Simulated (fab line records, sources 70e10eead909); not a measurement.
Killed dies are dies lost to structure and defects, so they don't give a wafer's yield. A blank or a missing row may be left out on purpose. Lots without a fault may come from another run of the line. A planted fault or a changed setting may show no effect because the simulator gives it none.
fab line records | flow nand_harc
record lots=24 wafers=72 last_day=35
route steps=1302 shown A_CONTACT@998
lots that met no fault: from a run of the same line without faults
start_h: hours from the record's first day to the start of the lot's first wafer shown | wait_h: hours since the lot's step before | " the same as in the row above | L1.1+2: a row that stands for several wafers | - no value, or no start given | * or withheld: withheld | < > ~ a bound
route shown NAME@n: a module of which the file shows steps, and the number in the route of the first | usual: mean/standard deviation of fault-free wafers | same: alike in all rows | chamber/n: place in a boat | sites: the reading at each site | _std_site: their standard deviation | _edge_site: outer sites' mean less inner sites' | radius_mm: how far each site lies from the wafer's centre | mask NAME#n: copy n | behind: the tool/chamber that last shaped the wafer | hold: why the lot was held/for how many hours/how that ended | device: the transistor (n, p or np) that didn't switch | end of line: the same wafers' tests at the end of the route | a step without rows: its recipe alone | killed: dies lost to structure and defects at the first sort, not the wafer's yield | map: a wafer's dies, x killed, . not, _ none there
set.NAME: the setting as run; set.NAME@STEP: as run at that earlier step | model.NAME: the simulator's own value behind a step, which no gauge read
steps of the route over a sample of lots; a table a step, a row a wafer
services: from which hour (start_h, from the record's first day; less than 0 if before it) a tool's chamber was out of use, for how many hours, and why
## steps
# step NHARC_A_CONTACT_OVL_MEAS_43
# usual overlay_x_nm=0.0/0.88 overlay_y_nm=-0.2/0.86
# columns lot.wafer tool chamber start_h wait_h overlay_x_nm overlay_y_nm
L075.3 overlay-02 - 500.68 - -1.1 -1.4
L075.4 " - " " -0.7 -0.6
L075.6 " - " " -0.8 -0.7
L074.2 overlay-02 - 500.85 - -0.8 -0.2
L074.5 " - " " 0.2 0.1
L074.6 " - " " -0.6 0.0
L077.1 overlay-02 - 510.56 - 1.1 -0.8
L077.2 " - " " 1.2 -1.1
L077.3 " - " " 1.2 -1.0
L076.2 overlay-02 - 512.27 - 0.1 1.0
L076.4 " - " " -0.1 1.4
L076.5 " - " " 0.6 1.4
L078.1 overlay-01 - 522.09 - 1.4 -0.1
L078.2 " - " " 1.0 -0.5
L078.3 " - " " 1.8 -1.0
L081.1 overlay-02 - 549.31 - -0.1 -0.7
L081.4 " - " " -0.1 0.0
L081.5 " - " " 0.1 -0.5
L080.1 overlay-01 - 553.07 - 0.0 0.0
L080.2 " - " " -0.2 -0.2
L080.5 " - " " -0.2 -0.4
L079.2 overlay-01 - 559.34 - -0.9 -1.3
L079.4 " - " " -0.8 -1.0
L079.5 " - " " -0.6 -1.6
L083.2 overlay-02 - 580.95 - 1.7 0.6
L083.5 " - " " 1.2 0.7
L083.6 " - " " 1.4 0.9
L082.1 overlay-01 - 581.10 - 1.4 -1.7
L082.2 " - " " 0.9 -1.1
L082.6 " - " " 0.9 -1.1
L084.2 overlay-02 - 587.83 - -1.1 0.9
L084.4 " - " " -1.1 0.7
L084.6 " - " " -1.5 0.3
L085.3 overlay-02 - 590.88 - -1.0 -0.8
L085.5 " - " " -0.4 -0.2
L085.6 " - " " -0.1 0.7
L086.2 overlay-02 - 603.87 - -0.6 -0.2
L086.3 " - " " -1.0 -0.3
L086.5 " - " " -0.7 -0.2
L088.1 overlay-01 - 632.92 - 0.8 0.5
L088.2 " - " " 0.5 1.1
L088.4 " - " " 0.6 0.6
L087.2 overlay-02 - 633.07 - -0.2 0.2
L087.3 " - " " -0.9 0.4
L087.5 " - " " 0.5 0.3
L089.1 overlay-01 - 637.30 - -2.1 -1.6
L089.5 " - " " -1.2 -1.3
L089.6 " - " " -0.8 -1.4
L090.2 overlay-02 - 648.90 - -0.5 -2.1
L090.3 " - " " -0.4 -1.3
L090.6 " - " " -0.8 -2.4
L091.1 overlay-01 - 661.65 - 0.9 1.2
L091.4 " - " " 1.0 1.0
L091.5 " - " " 0.9 0.6
L094.2 overlay-02 - 679.88 - 0.6 1.0
L094.4 " - " " 0.1 1.0
L094.5 " - " " -0.4 0.7
L092.1 overlay-02 - 681.48 - -0.2 0.2
L092.3 " - " " 0.1 0.3
L092.5 " - " " 0.2 0.3
L093.3 overlay-02 - 687.67 - -0.4 -0.7
L093.5 " - " " -0.4 -0.6
L093.6 " - " " -0.4 -1.6
L096.2 overlay-01 - 710.41 - -1.2 -1.1
L096.3 " - " " -1.1 -0.4
L096.5 " - " " -1.0 -0.8
L095.3 overlay-02 - 715.98 - 0.5 -0.4
L095.5 " - " " 1.4 0.0
L095.6 " - " " 1.0 0.1
L097.2 overlay-01 - 724.36 - -0.5 0.1
L097.3 " - " " -0.3 0.2
L097.4 " - " " 0.0 0.8
# step NHARC_A_CONTACT_INSPECT_71
# usual raw_defect_count=86/43
# columns lot.wafer tool chamber start_h wait_h raw_defect_count
L075.3 defect_inspect-01 - 517.39 0.0 107
L075.4 " - " " 104
L075.6 " - " " 95
L074.2 defect_inspect-02 - 517.69 0.0 71
L074.5 " - " " 60
L074.6 " - " " 71
L077.1 defect_inspect-01 - 522.53 0.0 62
L077.2 " - " " 62
L077.3 " - " " 64
L076.2 defect_inspect-01 - 527.42 0.0 108
L076.4 " - " " 95
L076.5 " - " " 125
L078.1 defect_inspect-02 - 534.36 0.0 35
L078.2 " - " " 36
L078.3 " - " " 30
L081.1 defect_inspect-01 - 560.46 0.0 142
L081.4 " - " " 141
L081.5 " - " " 152
L080.1 defect_inspect-01 - 567.43 0.0 127
L080.2 " - " " 120
L080.5 " - " " 138
L079.2 defect_inspect-02 - 571.19 0.0 158
L079.4 " - " " 152
L079.5 " - " " 149
L082.1 defect_inspect-02 - 594.39 0.0 114
L082.2 " - " " 117
L082.6 " - " " 136
L083.2 defect_inspect-02 - 597.68 0.0 40
L083.5 " - " " 39
L083.6 " - " " 41
L084.2 defect_inspect-02 - 599.71 0.0 93
L084.4 " - " " 86
L084.6 " - " " 88
L085.3 defect_inspect-02 - 601.12 0.0 63
L085.5 " - " " 70
L085.6 " - " " 68
L086.2 defect_inspect-01 - 614.23 0.0 37
L086.3 " - " " 44
L086.5 " - " " 45
L088.1 defect_inspect-01 - 645.58 0.0 73
L088.2 " - " " 63
L088.4 " - " " 60
L087.2 defect_inspect-02 - 645.80 0.0 119
L087.3 " - " " 94
L087.5 " - " " 90
L089.1 defect_inspect-02 - 652.12 0.0 131
L089.5 " - " " 111
L089.6 " - " " 112
L090.2 defect_inspect-01 - 660.09 0.0 65
L090.3 " - " " 59
L090.6 " - " " 58
L091.1 defect_inspect-02 - 671.91 0.0 29
L091.4 " - " " 33
L091.5 " - " " 27
L094.2 defect_inspect-02 - 690.53 0.0 64
L094.4 " - " " 85
L094.5 " - " " 91
L092.1 defect_inspect-01 - 692.73 0.0 157
L092.3 " - " " 142
L092.5 " - " " 170
L093.3 defect_inspect-01 - 697.76 0.0 88
L093.5 " - " " 71
L093.6 " - " " 72
L096.2 defect_inspect-02 - 720.79 0.0 19
L096.3 " - " " 27
L096.5 " - " " 23
L095.3 defect_inspect-01 - 731.96 0.0 33
L095.5 " - " " 50
L095.6 " - " " 48
L097.2 defect_inspect-01 - 740.10 0.0 157
L097.3 " - " " 136
L097.4 " - " " 141
# step NHARC_A_CONTACT_ETCH_78
# recipe target_depth_a=53000 over_etch_frac=0.3 time_s=1378 ion_energy_ev=150 o2_flow_sccm=400 cos_flow_sccm=20 ar_flow_sccm=0 rf_w=500 bias_w=300 chemistry=O2/COS
# usual drypump_motor_current_A=5.5/0.52 oes_product_au=1.001/0.012 rf_vpp_V=313.4/2.5 showerhead_plenum_p_Torr=3.08/0.16 throttle_valve_pct=28.330/0.0094
# columns lot.wafer tool chamber start_h wait_h drypump_motor_current_A oes_product_au rf_hours_counter_h rf_vpp_V showerhead_plenum_p_Torr throttle_valve_pct
L075.3 rie_diel-04 0 - - 5.5 0.983 52 314.0 3.05 28.335
L075.4 " 1 " " 5.6 1.006 48 314.8 3.03 28.335
L075.6 " 1 " " 5.6 1.007 - 311.9 3.03 28.325
L074.2 rie_diel-09 0 - - 5.2 1.005 1 313.0 3.05 28.323
L074.6 " 0 " " 5.2 1.009 - 312.4 3.05 28.331
L074.5 " 1 " " 6.0 0.994 - 309.3 2.92 28.335
L077.2 rie_diel-09 1 - - 6.0 0.987 4 310.6 2.92 28.321
L077.1 " 2 " " 4.7 1.010 3 310.9 2.94 28.314
L077.3 " 0 " " 5.2 1.006 4 312.8 3.05 28.333
L076.4 rie_diel-04 3 - - 6.6 0.995 54 317.5 3.35 28.343
L076.2 " 0 " " 5.5 0.990 56 312.4 3.05 28.333
L076.5 " 3 " " 6.6 0.990 - 318.7 3.34 28.332
L078.3 rie_diel-05 0 - - 6.0 0.998 46 309.5 2.94 28.335
L078.2 " 1 " " 4.9 0.996 43 314.4 3.17 28.327
L078.1 " 3 " " 5.2 0.997 46 314.5 3.18 28.330
L081.1 rie_diel-09 1 - - 6.0 0.989 10 312.0 2.91 28.336
L081.4 " 3 " " 5.6 0.986 10 318.7 3.37 28.327
L081.5 " 2 " " 4.7 1.015 - 311.1 2.94 28.323
L080.1 rie_diel-09 0 - - 5.2 1.010 11 313.3 3.04 28.332
L080.2 " 1 " " 6.0 0.974 11 311.7 2.91 28.332
L080.5 " 0 " " 5.2 0.997 - 313.4 3.05 28.317
L079.4 rie_diel-09 1 - - 6.0 0.985 11 312.3 2.91 28.313
L079.2 " 0 " " 5.2 1.005 12 312.9 3.04 28.321
L079.5 " 2 " " 4.7 1.014 - 311.0 2.94 28.336
L082.2 rie_diel-05 2 - - 5.7 1.007 0 317.8 3.37 28.339
L082.1 " 3 " " 5.3 0.990 1 315.3 3.17 28.341
L082.6 " 2 " " 5.8 0.996 - 318.0 3.37 28.333
L083.2 rie_diel-09 3 - - 5.6 0.989 16 317.9 3.36 28.322
L083.5 " 2 " " 4.7 1.015 - 311.7 2.94 28.330
L083.6 " 3 " " 5.6 0.989 - 315.4 3.36 28.333
L084.4 rie_diel-04 3 - - 6.6 0.993 21 316.6 3.33 28.330
L084.2 " 0 " " 5.5 0.999 18 312.3 3.04 28.335
L084.6 " 2 " " 5.3 1.013 - 314.5 3.14 28.343
L085.3 rie_diel-09 1 - - 6.0 1.017 18 311.6 2.91 28.341
L085.6 " 0 " " 5.2 1.010 - 312.5 3.04 28.327
L085.5 " 1 " " 6.0 1.006 - 311.3 2.91 28.339
L086.2 rie_diel-09 0 - - 5.2 1.013 20 313.5 3.04 28.323
L086.3 " 2 " " 4.7 1.013 20 310.5 2.94 28.330
L086.5 " 0 " " 5.2 1.009 - 313.0 3.04 28.334
L088.1 rie_diel-09 1 - - 6.0 1.007 25 310.7 2.91 28.339
L088.2 " 2 " " 4.7 1.014 24 310.4 2.93 28.351
L088.4 " 2 " " 4.7 1.014 - 311.8 2.93 28.323
L087.2 rie_diel-04 3 - - 6.6 0.997 35 317.0 3.33 28.327
L087.3 " 0 " " 5.5 0.995 32 312.9 3.03 28.325
L087.5 " 1 " " 5.6 1.009 - 312.0 3.01 28.349
L089.1 rie_diel-09 2 - - 4.7 1.019 27 310.7 2.93 28.330
L089.5 " 1 " " 6.1 1.000 - 309.4 2.91 28.329
L089.6 " 2 " " 4.7 1.019 - 311.3 2.93 28.322
L090.2 rie_diel-09 2 - - 4.7 1.009 28 312.0 2.93 28.329
L090.3 " 0 " " 5.2 1.019 29 313.7 3.04 28.336
L090.6 " 2 " " 4.7 1.017 - 311.3 2.93 28.314
L091.1 rie_diel-09 1 - - 6.0 1.002 32 311.5 2.90 28.320
L091.4 " 3 " " 5.6 0.998 26 317.6 3.36 28.340
L091.5 " 2 " " 4.7 1.016 - 309.8 2.93 28.335
L094.2 rie_diel-09 1 - - 6.0 1.019 1 312.0 2.90 28.336
L094.4 " 2 " " 4.7 1.018 1 311.8 2.93 28.345
L094.5 " 3 " " 5.6 0.992 - 317.1 3.36 28.333
L092.3 rie_diel-05 1 - - 4.9 0.993 36 315.9 3.15 28.308
L092.1 " 3 " " 5.3 0.993 27 316.3 3.15 28.321
L092.5 " 1 " " 4.9 0.999 - 315.4 3.14 28.337
L093.3 rie_diel-09 3 - - 5.6 1.000 2 316.0 3.36 28.325
L093.6 " 3 " " 5.6 0.989 - 316.0 3.36 28.340
L093.5 " 0 " " 5.2 1.002 - 312.2 3.03 28.331
L096.3 rie_diel-04 3 - - 6.6 0.980 1 318.8 3.31 28.318
L096.2 " 0 " " 5.4 0.986 1 312.1 3.02 28.323
L096.5 " 3 " " 6.6 0.973 - 315.5 3.31 28.328
L095.3 rie_diel-04 2 - - 5.2 0.992 4 314.4 3.12 28.333
L095.6 " 2 " " 5.3 0.986 - 314.3 3.12 28.303
L095.5 " 3 " " 6.5 0.987 - 316.8 3.31 28.346
L097.2 rie_diel-09 2 - - 4.7 1.014 6 311.9 2.93 28.316
L097.4 " 3 " " 5.6 0.982 8 318.1 3.35 28.321
L097.3 " 0 " " 5.2 0.995 8 311.7 3.03 28.329
# step NHARC_A_CONTACT_ETCH_124
# recipe source_w=withheld pressure_mtorr=20 bias_v=withheld time_s=140 target_depth_a=7000 ar_flow_sccm=withheld c4f8_flow_sccm=withheld o2_flow_sccm=withheld chemistry=C4F8/O2/Ar
# columns lot.wafer tool chamber start_h wait_h rf_hours_counter_h
L075.3 har_cap_etch-01 1 519.05 - -
L075.4 " 0 " " -
L075.6 " 1 " " -
L074.2 har_cap_etch-02 0 519.31 - 90
L074.5 " 0 " " -
L074.6 " 1 " " -
L077.1 har_cap_etch-01 1 524.79 - 2
L077.2 " 0 " " 2
L077.3 " 1 " " -
L076.2 har_cap_etch-02 0 529.01 - 91
L076.4 " 1 " " -
L076.5 " 0 " " -
L078.2 har_cap_etch-01 0 535.98 - 5
L078.1 " 1 " " 5
L078.3 " 1 " " -
L081.1 har_cap_etch-01 0 562.06 - 9
L081.4 " 0 " " -
L081.5 " 1 " " -
L080.1 har_cap_etch-03 1 569.03 - 53
L080.2 " 0 " " 53
L080.5 " 1 " " -
L079.2 har_cap_etch-01 1 572.80 - 11
L079.4 " 1 " " -
L079.5 " 1 " " -
L082.2 har_cap_etch-01 1 596.00 - 15
L082.1 " 0 " " 15
L082.6 " 1 " " -
L083.2 har_cap_etch-02 1 599.31 - 103
L083.5 " 0 " " -
L083.6 " 1 " " -
L084.2 har_cap_etch-03 0 601.44 - 60
L084.4 " 1 " " -
L084.6 " 1 " " -
L085.3 har_cap_etch-01 0 602.82 - -
L085.6 " 0 " " -
L085.5 " 1 " " -
L086.2 har_cap_etch-01 0 615.83 - 20
L086.3 " 0 " " -
L086.5 " 0 " " -
L087.2 har_cap_etch-02 0 647.39 - 111
L087.3 " 1 " " -
L087.5 " 1 " " -
L088.2 har_cap_etch-01 1 647.49 - 24
L088.1 " 0 " " 24
L088.4 " 0 " " -
L089.1 har_cap_etch-02 1 654.55 - 112
L089.5 " 0 " " -
L089.6 " 1 " " -
L090.2 har_cap_etch-02 1 661.72 - 114
L090.3 " 1 " " -
L090.6 " 0 " " -
L091.1 har_cap_etch-03 0 673.50 - 74
L091.4 " 0 " " -
L091.5 " 0 " " -
L094.2 har_cap_etch-03 1 692.17 - 77
L094.4 " 0 " " -
L094.5 " 0 " " -
L092.1 har_cap_etch-02 1 694.38 - 120
L092.3 " 1 " " -
L092.5 " 0 " " -
L093.3 har_cap_etch-01 0 699.43 - -
L093.5 " 0 " " -
L093.6 " 1 " " -
L096.2 har_cap_etch-01 1 722.42 - 37
L096.3 " 0 " " -
L096.5 " 0 " " -
L095.3 har_cap_etch-01 0 734.05 - -
L095.6 " 1 " " -
L095.5 " 0 " " -
L097.2 har_cap_etch-01 0 741.71 - 40
L097.3 " 0 " " -
L097.4 " 1 " " -
# step NHARC_A_CONTACT_ETCH_125
# recipe source_w=withheld pressure_mtorr=20 bias_v=3000 time_s=197 target_depth_a=19180 ar_flow_sccm=withheld c4f8_flow_sccm=withheld o2_flow_sccm=withheld chemistry=C4F8/O2/Ar
# columns lot.wafer tool chamber start_h wait_h rf_hours_counter_h
L075.3 har_cap_etch-01 1 519.24 0.2 -
L075.4 " 0 " " -
L075.6 " 1 " " -
L074.2 har_cap_etch-02 0 519.51 0.2 90
L074.5 " 0 " " -
L074.6 " 1 " " -
L077.1 har_cap_etch-01 1 524.99 0.2 2
L077.2 " 0 " " 2
L077.3 " 1 " " -
L076.2 har_cap_etch-02 0 529.21 0.2 91
L076.4 " 1 " " -
L076.5 " 0 " " -
L078.2 har_cap_etch-01 0 536.17 0.2 5
L078.1 " 1 " " 5
L078.3 " 1 " " -
L081.1 har_cap_etch-01 0 562.33 0.2 9
L081.4 " 0 " " -
L081.5 " 1 " " -
L080.1 har_cap_etch-03 1 569.23 0.2 53
L080.2 " 0 " " 53
L080.5 " 1 " " -
L079.2 har_cap_etch-01 1 573.07 0.2 11
L079.4 " 1 " " -
L079.5 " 1 " " -
L082.2 har_cap_etch-01 1 596.27 0.2 15
L082.1 " 0 " " 15
L082.6 " 1 " " -
L083.2 har_cap_etch-02 1 599.50 0.2 103
L083.5 " 0 " " -
L083.6 " 1 " " -
L084.2 har_cap_etch-03 0 601.64 0.2 61
L084.4 " 1 " " -
L084.6 " 1 " " -
L085.3 har_cap_etch-01 0 603.08 0.2 -
L085.6 " 0 " " -
L085.5 " 1 " " -
L086.2 har_cap_etch-01 0 616.09 0.2 20
L086.3 " 0 " " -
L086.5 " 0 " " -
L087.2 har_cap_etch-02 0 647.59 0.2 111
L087.3 " 1 " " -
L087.5 " 1 " " -
L088.2 har_cap_etch-01 1 647.76 0.2 24
L088.1 " 0 " " 24
L088.4 " 0 " " -
L089.1 har_cap_etch-02 1 654.74 0.2 113
L089.5 " 0 " " -
L089.6 " 1 " " -
L090.2 har_cap_etch-02 1 661.91 0.2 114
L090.3 " 1 " " -
L090.6 " 0 " " -
L091.1 har_cap_etch-03 0 673.71 0.2 74
L091.4 " 0 " " -
L091.5 " 0 " " -
L094.2 har_cap_etch-03 1 692.36 0.2 77
L094.4 " 0 " " -
L094.5 " 0 " " -
L092.1 har_cap_etch-02 1 694.65 0.2 120
L092.3 " 1 " " -
L092.5 " 0 " " -
L093.3 har_cap_etch-01 0 699.62 0.2 -
L093.5 " 0 " " -
L093.6 " 1 " " -
L096.2 har_cap_etch-01 1 722.62 0.2 37
L096.3 " 0 " " -
L096.5 " 0 " " -
L095.3 har_cap_etch-01 0 734.24 0.2 -
L095.6 " 1 " " -
L095.5 " 0 " " -
L097.2 har_cap_etch-01 0 741.91 0.2 40
L097.3 " 0 " " -
L097.4 " 1 " " -
# step NHARC_A_CONTACT_ETCH_127
# recipe source_w=withheld pressure_mtorr=20 bias_v=3000 time_s=197 target_depth_a=19180 ar_flow_sccm=withheld c4f8_flow_sccm=withheld o2_flow_sccm=withheld chemistry=C4F8/O2/Ar
# columns lot.wafer tool chamber start_h wait_h rf_hours_counter_h
L075.3 har_cap_etch-01 1 519.59 0.1 -
L075.4 " 0 " " -
L075.6 " 1 " " -
L074.2 har_cap_etch-02 0 519.86 0.1 90
L074.5 " 0 " " -
L074.6 " 1 " " -
L077.1 har_cap_etch-01 1 525.35 0.1 2
L077.2 " 0 " " 2
L077.3 " 1 " " -
L076.2 har_cap_etch-02 0 529.57 0.1 92
L076.4 " 1 " " -
L076.5 " 0 " " -
L078.2 har_cap_etch-01 0 536.53 0.1 5
L078.1 " 1 " " 5
L078.3 " 1 " " -
L081.1 har_cap_etch-01 0 562.80 0.2 9
L081.4 " 0 " " -
L081.5 " 1 " " -
L080.1 har_cap_etch-03 1 569.59 0.1 53
L080.2 " 0 " " 53
L080.5 " 1 " " -
L079.2 har_cap_etch-01 1 573.54 0.2 11
L079.4 " 1 " " -
L079.5 " 1 " " -
L082.2 har_cap_etch-01 1 596.74 0.2 15
L082.1 " 0 " " 15
L082.6 " 1 " " -
L083.2 har_cap_etch-02 1 599.85 0.1 103
L083.5 " 0 " " -
L083.6 " 1 " " -
L084.2 har_cap_etch-03 0 601.99 0.1 61
L084.4 " 1 " " -
L084.6 " 1 " " -
L085.3 har_cap_etch-01 0 603.55 0.2 -
L085.6 " 0 " " -
L085.5 " 1 " " -
L086.2 har_cap_etch-01 0 616.57 0.2 20
L086.3 " 0 " " -
L086.5 " 0 " " -
L087.2 har_cap_etch-02 0 647.94 0.1 111
L087.3 " 1 " " -
L087.5 " 1 " " -
L088.2 har_cap_etch-01 1 648.23 0.2 24
L088.1 " 0 " " 24
L088.4 " 0 " " -
L089.1 har_cap_etch-02 1 655.10 0.1 113
L089.5 " 0 " " -
L089.6 " 1 " " -
L090.2 har_cap_etch-02 1 662.27 0.1 115
L090.3 " 1 " " -
L090.6 " 0 " " -
L091.1 har_cap_etch-03 0 674.06 0.1 74
L091.4 " 0 " " -
L091.5 " 0 " " -
L094.2 har_cap_etch-03 1 692.72 0.1 77
L094.4 " 0 " " -
L094.5 " 0 " " -
L092.1 har_cap_etch-02 1 695.12 0.2 120
L092.3 " 1 " " -
L092.5 " 0 " " -
L093.3 har_cap_etch-01 0 699.97 0.1 -
L093.5 " 0 " " -
L093.6 " 1 " " -
L096.2 har_cap_etch-01 1 722.97 0.1 37
L096.3 " 0 " " -
L096.5 " 0 " " -
L095.3 har_cap_etch-01 0 734.60 0.1 -
L095.6 " 1 " " -
L095.5 " 0 " " -
L097.2 har_cap_etch-01 0 742.26 0.1 41
L097.3 " 0 " " -
L097.4 " 1 " " -
## services
# columns tool chamber start_h hours kind
har_cap_etch-01 - 497.00 17.0 pm
har_cap_etch-01 0 497.00 17.0 vent_cycle
har_cap_etch-01 1 497.00 17.0 vent_cycle
rie_diel-09 - 497.10 9.0 pm
rie_diel-09 0 497.10 9.0 vent_cycle
rie_diel-09 1 497.10 9.0 vent_cycle
rie_diel-09 2 497.10 9.0 vent_cycle
rie_diel-09 3 497.10 9.0 vent_cycle
har_cap_etch-01 0 514.00 - clean
har_cap_etch-01 1 514.00 - clean
rie_diel-04 - 533.38 9.0 pm
rie_diel-05 0 541.14 4.4 repair
rie_diel-05 0 571.25 7.7 repair
rie_diel-05 - 584.74 9.0 pm
rie_diel-04 2 591.69 4.0 repair
rie_diel-04 2 620.67 3.5 repair
rie_diel-05 3 621.63 9.3 repair
rie_diel-04 1 656.79 14.2 repair
rie_diel-09 - 674.10 9.0 pm
rie_diel-04 - 710.38 9.0 pm
rie_diel-09 1 713.42 9.6 repair
rie_diel-04 1 727.41 11.2 repair
rie_diel-04 3 737.97 3.6 repair
rie_diel-05 3 741.64 6.4 repair
## key
fault none
